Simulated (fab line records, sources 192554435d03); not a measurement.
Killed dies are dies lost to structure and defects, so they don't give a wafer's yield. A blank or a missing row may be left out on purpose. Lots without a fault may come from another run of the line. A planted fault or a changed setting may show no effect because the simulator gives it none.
fab line records | flow n5_finfet
record lots=7 wafers=21
route steps=1938 shown WELL_APT@25 PMOS_HMC_CHANNEL_EPI@62 FIN_SAQP@96 FIN_CUT@157 DUMMY_GATE@221
start_h: hours from the record's first day to the start of the lot's first wafer shown | wait_h: hours since the lot's step before | " the same as in the row above | L1.1+2: a row that stands for several wafers | - no value, or no start given | * or withheld: withheld | < > ~ a bound
route shown NAME@n: a module of which the file shows steps, and the number in the route of the first | usual: mean/standard deviation of fault-free wafers | same: alike in all rows | chamber/n: place in a boat | sites: the reading at each site | _std_site: their standard deviation | _edge_site: outer sites' mean less inner sites' | radius_mm: how far each site lies from the wafer's centre | mask NAME#n: copy n | behind: the tool/chamber that last shaped the wafer | hold: why the lot was held/for how many hours/how that ended | device: the transistor (n, p or np) that didn't switch | end of line: the same wafers' tests at the end of the route | a step without rows: its recipe alone | killed: dies lost to structure and defects at the first sort, not the wafer's yield | map: a wafer's dies, x killed, . not, _ none there
set.NAME: the setting as run; set.NAME@STEP: as run at that earlier step | model.NAME: the simulator's own value behind a step, which no gauge read
lots whose settings were changed on purpose; a table a step, a row a wafer
## steps
# step N5_WELL_APT_PEB_06
# recipe peb_temp_c=130 peb_time_s=90
# columns lot.wafer tool chamber start_h wait_h set.peb_time_s
L077.1+2+3 litho_track-05 0 31.89 0.1 90
L082.2+3 litho_track-05 0 61.46 0.0 106.5
L082.6 " 0 " " 90
L084.3+5 litho_track-01 0 73.61 0.0 71.01
L084.6 " 0 " " 90
L085.1+5+6 litho_track-05 0 84.08 0.1 90
L087.2+6 litho_track-05 0 91.55 0.0 90
L087.3 " 0 " " 105.2
L089.2 litho_track-02 0 104.17 0.0 101.5
L089.5+6 " 0 " " 90
L093.2+3 litho_track-01 0 127.56 0.0 81.31
L093.6 " 0 " " 90
# step N5_WELL_APT_DEVELOP_07
# recipe develop_time_s=45 rinse_liquid=surfactant_rinse dry=air_spin dev_temp_c=21
# step N5_WELL_APT_HARDBAKE_12
# recipe temp_c=130 time_s=120
# step N5_WELL_APT_CD_MEAS_08
# recipe target_cd_nm=200 landing_energy_ev=500 detector=se_inlens
# usual cd_nm=199.6/2.4
# columns lot.wafer tool chamber start_h wait_h set.peb_time_s@WELL_APT_PEB_06 cd_nm
L077.1 cd_sem-02 0 32.00 - 90 204.9
L077.2 " 0 " " 90 199.2
L077.3 " 0 " " 90 200.2
L082.2 cd_sem-03 0 61.57 - 106.5 204.9
L082.3 " 0 " " 106.5 206.1
L082.6 " 0 " " 90 200.3
L084.3 cd_sem-02 0 73.73 - 71.01 189.7
L084.5 " 0 " " 71.01 188.7
L084.6 " 0 " " 90 195.9
L085.1 cd_sem-01 0 84.20 - 90 199.9
L085.5 " 0 " " 90 200.8
L085.6 " 0 " " 90 203.6
L087.2 cd_sem-01 0 91.67 - 90 197.8
L087.3 " 0 " " 105.2 207.7
L087.6 " 0 " " 90 198.2
L089.2 cd_sem-02 0 104.28 - 101.5 206.3
L089.5 " 0 " " 90 201.2
L089.6 " 0 " " 90 199.6
L093.2 cd_sem-01 0 127.67 - 81.31 194.0
L093.3 " 0 " " 81.31 193.8
L093.6 " 0 " " 90 197.6
# step N5_WELL_APT_DESCUM_13
# recipe chemistry=O2 time_s=7.9 source_power_w=50 bias_power_w=20 pressure_mtorr=20 rf_frequency_hz=2.712e+07 temp_c=40 o2_flow_sccm=225
# columns lot.wafer tool chamber start_h wait_h set.peb_time_s@WELL_APT_PEB_06 model.WELL_APT.cd_nm
L077.1 rie_diel-01 1 32.09 0.0 90 204.8
L077.2 " 2 " " 90 199
L077.3 " 0 " " 90 200.2
L082.2 rie_diel-04 2 61.66 0.0 106.5 205
L082.3 " 1 " " 106.5 205.9
L082.6 " 3 " " 90 200.2
L084.3 rie_diel-04 1 74.03 0.2 71.01 189.8
L084.5 " 0 " " 71.01 188.5
L084.6 " 1 " " 90 195.9
L085.1 rie_diel-03 0 84.29 0.0 90 200
L085.5 " 0 " " 90 201.3
L085.6 " 1 " " 90 203.8
L087.2 rie_diel-03 3 91.75 0.0 90 197.8
L087.3 " 0 " " 105.2 207.9
L087.6 " 1 " " 90 198.2
L089.2 rie_diel-03 0 104.37 0.0 101.5 206.3
L089.5 " 3 " " 90 201.5
L089.6 " 2 " " 90 199.6
L093.2 rie_diel-01 3 127.76 0.0 81.31 194
L093.3 " 1 " " 81.31 194.1
L093.6 " 3 " " 90 197.6
# step N5_PMOS_HMC_CHANNEL_EPI_EXPOSE_06
# recipe mask_id=PMOS_HMC_BLK na=1.35 source_shape=conventional sigma_outer=0.8 polarization=unpolarized target_cd_nm=240 dose_mj=41
# columns lot.wafer tool chamber start_h wait_h mask set.dose_mj
L077.1+2+3 arfi_scanner-02 0 35.32 - PMOS_HMC_BLK#0 41
L082.2+6 arfi_scanner-01 0 64.74 - PMOS_HMC_BLK#0 41
L082.3 " 0 " " PMOS_HMC_BLK#0 43.4
L084.3+5+6 arfi_scanner-03 0 78.02 - PMOS_HMC_BLK#0 41
L085.1+5 arfi_scanner-02 0 87.39 - PMOS_HMC_BLK#0 39
L085.6 " 0 " " PMOS_HMC_BLK#0 41
L087.2+3 arfi_scanner-01 0 95.19 - PMOS_HMC_BLK#0 41
L087.6 " 0 " " PMOS_HMC_BLK#0 38.01
L089.2+6 arfi_scanner-03 0 107.80 - PMOS_HMC_BLK#0 44.02
L089.5 " 0 " " PMOS_HMC_BLK#0 41
L093.2+6 arfi_scanner-03 0 131.33 - PMOS_HMC_BLK#0 41
L093.3 " 0 " " PMOS_HMC_BLK#0 43.59
# step N5_PMOS_HMC_CHANNEL_EPI_PEB_07
# recipe peb_temp_c=110 peb_time_s=60 resist=CAR-ArF-block
# columns lot.wafer tool chamber start_h wait_h set.peb_temp_c
L077.1+2+3 litho_track-04 0 35.38 0.1 110
L082.2+3+6 litho_track-03 0 64.80 0.0 110
L084.3 litho_track-01 0 78.07 0.0 110
L084.5+6 " 0 " " 106.6
L085.1+5+6 litho_track-04 0 87.45 0.1 110
L087.2+3+6 litho_track-03 0 95.24 0.0 110
L089.2+5+6 litho_track-03 0 107.85 0.0 110
L093.2+3 litho_track-03 0 131.39 0.0 112.2
L093.6 " 0 " " 110
# step N5_PMOS_HMC_CHANNEL_EPI_DEVELOP_08
# recipe develop_time_s=30 developer=TMAH resist=CAR-ArF-block dev_temp_c=23 rinse_liquid=diw dry=air_spin
# step N5_PMOS_HMC_CHANNEL_EPI_CD_MEAS_09
# recipe target_cd_nm=237.4 landing_energy_ev=500 detector=se_inlens
# usual cd_nm=237.2/1.2
# columns lot.wafer tool chamber start_h wait_h set.dose_mj@PMOS_HMC_CHANNEL_EPI_EXPOSE_06 set.peb_temp_c@PMOS_HMC_CHANNEL_EPI_PEB_07 cd_nm
L077.1 cd_sem-01 0 35.45 - 41 110 238.6
L077.2 " 0 " " 41 110 236.6
L077.3 " 0 " " 41 110 237.2
L082.2 cd_sem-01 0 64.86 - 41 110 237.3
L082.3 " 0 " " 43.4 110 240.9
L082.6 " 0 " " 41 110 238.4
L084.3 cd_sem-03 0 78.14 - 41 110 236.7
L084.5 " 0 " " 41 106.6 227.2
L084.6 " 0 " " 41 106.6 227.2
L085.1 cd_sem-02 0 87.52 - 39 110 231.2
L085.5 " 0 " " 39 110 232.3
L085.6 " 0 " " 41 110 235.1
L087.2 cd_sem-02 0 95.31 - 41 110 238.0
L087.3 " 0 " " 41 110 238.4
L087.6 " 0 " " 38.01 110 231.0
L089.2 cd_sem-01 0 107.92 - 44.02 110 243.3
L089.5 " 0 " " 41 110 235.9
L089.6 " 0 " " 44.02 110 243.7
L093.2 cd_sem-03 0 131.45 - 41 112.2 243.3
L093.3 " 0 " " 43.59 112.2 247.6
L093.6 " 0 " " 41 110 237.9
# step N5_FIN_SAQP_HM_DEP_03
# recipe material=SiNx target_thk_a=380 temp_c=400 precursor=SiH4/NH3/N2 pressure_torr=1.5 rf_w=300 time_s=33.6
# columns lot.wafer tool chamber start_h wait_h set.time_s model.SiNx_of_FIN_SAQP_HM_DEP_03.thk_nm
L077.1 pecvd-04 1 38.81 0.2 33.6 37.13
L077.2 " 0 " " 33.6 36.96
L077.3 " 1 " " 33.6 37.35
L082.2 pecvd-04 2 68.25 0.2 33.6 38.11
L082.3 " 0 " " 33.6 37.83
L082.6 " 1 " " 33.6 39.03
L084.3 pecvd-04 1 81.61 0.1 33.6 37.61
L084.5 " 0 " " 33.6 37.94
L084.6 " 2 " " 28.6 33.13
L085.1 pecvd-04 2 91.34 0.2 37.22 42.19
L085.5 " 0 " " 37.22 42.78
L085.6 " 2 " " 33.6 38.93
L087.2 pecvd-01 0 99.86 0.2 33.6 37.38
L087.3 " 1 " " 33.6 37.59
L087.6 " 0 " " 33.6 38.41
L089.2 pecvd-02 2 111.47 0.2 32.11 35.53
L089.5 " 1 " " 33.6 38.23
L089.6 " 0 " " 33.6 37.86
L093.2 pecvd-01 1 135.52 0.2 29 31.59
L093.3 " 0 " " 29 31.69
L093.6 " 2 " " 33.6 37.96
# step N5_FIN_SAQP_THK_MEAS_05
# usual thk_nm=37.9/0.54
# columns lot.wafer tool chamber start_h wait_h set.time_s@FIN_SAQP_HM_DEP_03 thk_nm
L077.1 film_metro-01 - 38.92 0.1 33.6 37.2
L077.2 " - " " 33.6 36.9
L077.3 " - " " 33.6 37.3
L082.2 film_metro-01 - 68.34 0.1 33.6 38.1
L082.3 " - " " 33.6 37.9
L082.6 " - " " 33.6 39.0
L084.3 film_metro-02 - 81.70 0.1 33.6 37.6
L084.5 " - " " 33.6 37.9
L084.6 " - " " 28.6 33.1
L085.1 film_metro-02 - 91.43 0.1 37.22 42.2
L085.5 " - " " 37.22 42.8
L085.6 " - " " 33.6 38.9
L087.2 film_metro-01 - 99.96 0.1 33.6 37.3
L087.3 " - " " 33.6 37.6
L087.6 " - " " 33.6 38.5
L089.2 film_metro-01 - 111.55 0.1 32.11 35.5
L089.5 " - " " 33.6 38.2
L089.6 " - " " 33.6 37.9
L093.2 film_metro-02 - 135.60 0.1 29 31.6
L093.3 " - " " 29 31.7
L093.6 " - " " 33.6 38.0
# step N5_FIN_SAQP_EXPOSE_13
# recipe mask_id=FIN_CORE na=1.35 source_shape=dipole sigma_inner=0.538 sigma_outer=0.738 polarization=te target_cd_nm=35.6 dose_mj=63.25
# columns lot.wafer tool chamber start_h wait_h mask set.dose_mj
L077.1+2+3 arfi_scanner-02 0 39.49 - FIN_CORE#0 63.25
L082.2+3+6 arfi_scanner-01 0 68.91 - FIN_CORE#0 63.25
L084.3+5+6 arfi_scanner-01 0 82.15 - FIN_CORE#0 63.25
L085.1 arfi_scanner-02 0 91.99 - FIN_CORE#0 63.25
L085.5+6 " 0 " " FIN_CORE#0 66.67
L087.2+3+6 arfi_scanner-02 0 100.53 - FIN_CORE#0 63.25
L089.2+5+6 arfi_scanner-03 0 112.12 - FIN_CORE#0 66.97
L093.2 arfi_scanner-03 0 136.17 - FIN_CORE#0 66.83
L093.3+6 " 0 " " FIN_CORE#0 63.25
# step N5_FIN_SAQP_PEB_14
# recipe peb_temp_c=withheld peb_time_s=60 resist=CAR-ArF
# step N5_FIN_SAQP_DEVELOP_15
# recipe develop_time_s=30 developer=TMAH resist=CAR-ArF dev_temp_c=23 rinse_liquid=diw dry=air_spin
# step N5_FIN_SAQP_MANDREL2_REMOVE_60
# recipe chemistry=HBr/Cl2/O2 bt_time_s=10 target=a-Si stop_on=SiNx endpoint=OES-SiCl over_etch_frac=1 icp_w=600 bias_w=22 HBr_flow_sccm=150 Cl2_flow_sccm=80 O2_flow_sccm=5 pressure_mtorr=10
# step N5_FIN_SAQP_HM_OPEN_33
# recipe chemistry=CH3F/O2 target=SiNx mask_material=SiO2 target_depth_a=494 time_s=70.6 pressure_mtorr=30 source_w=395 bias_w=73 Ar_flow_sccm=150 CH3F_flow_sccm=30 O2_flow_sccm=20 ion_energy_ev=120 ends=cleared
# usual etch_rf_on_time_s=68.5/1.6
# columns lot.wafer tool chamber start_h wait_h set.time_s@FIN_SAQP_HM_DEP_03 etch_rf_on_time_s model.etch.depth_nm
L077.1 rie_diel-04 1 43.94 0.0 33.6 67.8 36.51
L077.2 " 3 " " 33.6 69.6 36.23
L077.3 " 0 " " 33.6 67.3 36.73
L082.2 rie_diel-03 3 73.30 0.1 33.6 70.1 37.48
L082.3 " 2 " " 33.6 69.0 37.2
L082.6 " 0 " " 33.6 73.3 38.4
L084.3 rie_diel-04 1 86.16 0.1 33.6 68.0 36.98
L084.5 " 3 " " 33.6 71.6 37.21
L084.6 " 2 " " 28.6 58.8 32.5
L085.1 rie_diel-01 3 98.62 0.2 37.22 77.4 41.56
L085.5 " 1 " " 37.22 76.3 42.15
L085.6 " 0 " " 33.6 69.7 38.31
L087.2 rie_diel-01 3 105.10 0.1 33.6 67.9 36.75
L087.3 " 0 " " 33.6 65.9 36.86
L087.6 " 1 " " 33.6 68.5 37.78
L089.2 rie_diel-03 0 115.96 0.1 32.11 64.7 34.9
L089.5 " 2 " " 33.6 67.3 37.6
L089.6 " 3 " " 33.6 70.1 37.23
L093.2 rie_diel-03 0 142.05 0.0 29 57.9 30.84
L093.3 " 1 " " 29 56.5 31.07
L093.6 " 2 " " 33.6 68.1 37.33
# step N5_FIN_SAQP_ETCH_34
# recipe chemistry=C4F6/O2 target=SiO2 target_depth_a=450 time_s=15 ion_energy_ev=250 pressure_mtorr=30 source_w=345 bias_w=185 Ar_flow_sccm=300 C4F6_flow_sccm=10 O2_flow_sccm=10 ends=cleared
# step N5_FIN_SAQP_STRIP_77
# recipe chemistry=N2/H2 time_s=90 power_w=100 temp_c=40 pressure_mtorr=100 rf_frequency_hz=6e+07 bias_power_w=3 n2_flow_sccm=300 h2_flow_sccm=300
# step N5_FIN_SAQP_ETCH_64
# recipe chemistry=CF4 target=SiO2 target_depth_a=15 ion_energy_ev=350 pressure_mtorr=10 icp_w=800 bias_w=400 cf4_flow_sccm=80
# step N5_FIN_SAQP_FIN_ETCH_36
# recipe chemistry=HBr/Cl2/O2 target_depth_a=1200 mask_material=SiNx time_s=50.4 bias_w=102 pressure_mtorr=10 icp_w=800 HBr_flow_sccm=150 Cl2_flow_sccm=80 O2_flow_sccm=12
# columns lot.wafer tool chamber start_h wait_h set.time_s@FIN_SAQP_HM_DEP_03 model.SiNx_of_FIN_SAQP_HM_DEP_03.thk_nm
L077.1+3 rie_si-02 0,1 44.22 0.0 33.6 20.4
L077.2 " 2 " " 33.6 20.8
L082.2 rie_si-05 3 73.60 0.0 33.6 21.2
L082.3 " 2 " " 33.6 21
L082.6 " 3 " " 33.6 22.2
L084.3 rie_si-02 2 86.45 0.0 33.6 21.8
L084.5 " 1 " " 33.6 21
L084.6 " 0 " " 28.6 16.6
L085.1 rie_si-05 2 98.91 0.0 37.22 25.2
L085.5 " 1 " " 37.22 25.8
L085.6 " 3 " " 33.6 22
L087.2+3 rie_si-04 3,1 105.39 0.0 33.6 20.8
L087.6 " 1 " " 33.6 21.8
L089.2 rie_si-04 1 116.25 0.0 32.11 19
L089.5 " 3 " " 33.6 21.6
L089.6 " 0 " " 33.6 21
L093.2 rie_si-04 2 142.33 0.0 29 14.4
L093.3 " 3 " " 29 15.2
L093.6 " 2 " " 33.6 20.8
# step N5_FIN_CUT_COAT_02
# recipe resist=CAR-EUV spin_rpm=1500 resist_thk_nm=30
# columns lot.wafer tool chamber start_h wait_h set.spin_rpm model.CAR-EUV_of_FIN_CUT_COAT_02.thk_nm
L077.1 litho_track-03 0 - - 1500 30.2
L077.2+3 " 0 " " 1500 30
L082.2+6 litho_track-03 0 - - 1356 31.4
L082.3 " 0 " " 1500 29.8
L084.3+5+6 litho_track-01 0 - - 1500 30
L085.1 litho_track-03 0 - - 1632 28.6
L085.5+6 " 0 " " 1500 29.8
L087.2+6 litho_track-03 0 - - 1500 29.8
L087.3 " 0 " " 1661 28.4
L089.2+5 litho_track-02 0 - - 1500 29.8
L089.6 " 0 " " 1500 30
L093.2 litho_track-02 0 - - 1500 29.8
L093.3+6 " 0 " " 1449 30.4
# step N5_FIN_CUT_EBR_04
# recipe solvent=PGMEA ebr_width_mm=1.5
# step N5_FIN_CUT_SOFTBAKE_03
# recipe temp_c=110 time_s=60 resist=CAR-EUV
# step N5_FIN_CUT_EXPOSE_05
# recipe mask_id=FIN_CUT na=0.33 source_shape=annular sigma_inner=0.35 sigma_outer=0.8 polarization=unpolarized dose_mj=45.75
# step N5_FIN_CUT_PEB_06
# recipe peb_temp_c=100 peb_time_s=60 resist=CAR-EUV
# step N5_FIN_CUT_DEVELOP_07
# recipe develop_time_s=30 developer=TMAH resist=CAR-EUV rinse_liquid=surfactant_rinse dry=air_spin dev_temp_c=23
# columns lot.wafer tool chamber start_h wait_h set.spin_rpm@FIN_CUT_COAT_02 model.CAR-EUV_of_FIN_CUT_COAT_02.thk_nm
L077.1+2+3 litho_track-02 0 - - 1500 29.6
L082.2+6 litho_track-01 0 - - 1356 31
L082.3 " 0 " " 1500 29.4
L084.3+5+6 litho_track-03 0 - - 1500 29.6
L085.1 litho_track-03 0 - - 1632 28
L085.5 " 0 " " 1500 29.4
L085.6 " 0 " " 1500 29.2
L087.2+6 litho_track-01 0 - - 1500 29.4
L087.3 " 0 " " 1661 27.8
L089.2+5+6 litho_track-02 0 - - 1500 29.4
L093.2 litho_track-03 0 - - 1500 29.4
L093.3+6 " 0 " " 1449 30
# step N5_DUMMY_GATE_PECVD_30
# recipe material=SiO2 target_thk_a=550 temp_c=400 precursor=TEOS/O2 pressure_torr=6.5 rf_w=withheld teos_flow_sccm=withheld gas=O2 flow_sccm=2650 time_s=10.8
# columns lot.wafer tool chamber start_h wait_h set.time_s model.SiO2_of_DUMMY_GATE_PECVD_30.thk_nm
L077.1 pecvd-02 2 64.00 0.0 10.8 55
L077.2 " 0 " " 10.8 54
L077.3 " 1 " " 10.8 54.6
L082.2 pecvd-03 0 92.64 0.0 10.8 55.2
L082.3 " 1 " " 10.8 55.6
L082.6 " 2 " " 10.8 54
L084.3 pecvd-03 2 105.77 0.0 9.965 48.8
L084.5 " 2 " " 10.8 54
L084.6 " 0 " " 9.965 51.4
L085.1 pecvd-03 2 119.65 0.0 10.8 53.6
L085.5 " 1 " " 10.8 55.6
L085.6 " 0 " " 11.67 61
L087.2+6 pecvd-04 1,2 124.98 0.0 9.189 47.8
L087.3 " 2 " " 10.8 55.2
L089.2 pecvd-04 2 137.14 0.0 10.8 53.8
L089.5 " 1 " " 10.18 53.4
L089.6 " 2 " " 10.18 52.2
L093.2 pecvd-02 2 162.39 0.0 10.8 54.2
L093.3 " 1 " " 10.8 56.2
L093.6 " 2 " " 9.947 51.2
## key
split step=N5_WELL_APT_PEB_06 setting=peb_time_s stated=90 by=wafer
response step=N5_WELL_APT_CD_MEAS_08 reading=cd_nm change=+0.384 per=1% r=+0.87
response step=N5_WELL_APT_DESCUM_13 reading=model.WELL_APT.cd_nm change=+0.389 per=1% r=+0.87
split step=N5_PMOS_HMC_CHANNEL_EPI_EXPOSE_06 setting=dose_mj stated=41 by=wafer
response step=N5_PMOS_HMC_CHANNEL_EPI_CD_MEAS_09 reading=cd_nm slope=+0.824 per=1% together_with=peb_temp_c@PMOS_HMC_CHANNEL_EPI_PEB_07 explained=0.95
split step=N5_PMOS_HMC_CHANNEL_EPI_PEB_07 setting=peb_temp_c stated=110 by=wafer
response step=N5_PMOS_HMC_CHANNEL_EPI_CD_MEAS_09 reading=cd_nm slope=+2.88 per=1% together_with=dose_mj@PMOS_HMC_CHANNEL_EPI_EXPOSE_06 explained=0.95
split step=N5_FIN_SAQP_HM_DEP_03 setting=time_s stated=33.6 by=wafer
response step=N5_FIN_SAQP_HM_DEP_03 reading=model.SiNx_of_FIN_SAQP_HM_DEP_03.thk_nm change=+0.377 per=1% r=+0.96
response step=N5_FIN_SAQP_THK_MEAS_05 reading=thk_nm change=* per=1% r=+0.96
response step=N5_FIN_SAQP_HM_OPEN_33 reading=etch_rf_on_time_s change=* per=1% r=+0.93
response step=N5_FIN_SAQP_HM_OPEN_33 reading=model.etch.depth_nm change=+0.377 per=1% r=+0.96
response step=N5_FIN_SAQP_FIN_ETCH_36 reading=model.SiNx_of_FIN_SAQP_HM_DEP_03.thk_nm change=+0.37 per=1% r=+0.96
split step=N5_FIN_SAQP_EXPOSE_13 setting=dose_mj stated=63.25 by=wafer
response none clear
split step=N5_FIN_CUT_COAT_02 setting=spin_rpm stated=1500 by=wafer
response step=N5_FIN_CUT_COAT_02 reading=model.CAR-EUV_of_FIN_CUT_COAT_02.thk_nm change=-0.145 per=1% r=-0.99
response step=N5_FIN_CUT_DEVELOP_07 reading=model.CAR-EUV_of_FIN_CUT_COAT_02.thk_nm change=-0.155 per=1% r=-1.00
split step=N5_DUMMY_GATE_PECVD_30 setting=time_s stated=10.8 by=wafer
response step=N5_DUMMY_GATE_PECVD_30 reading=model.SiO2_of_DUMMY_GATE_PECVD_30.thk_nm change=+0.518 per=1% r=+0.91
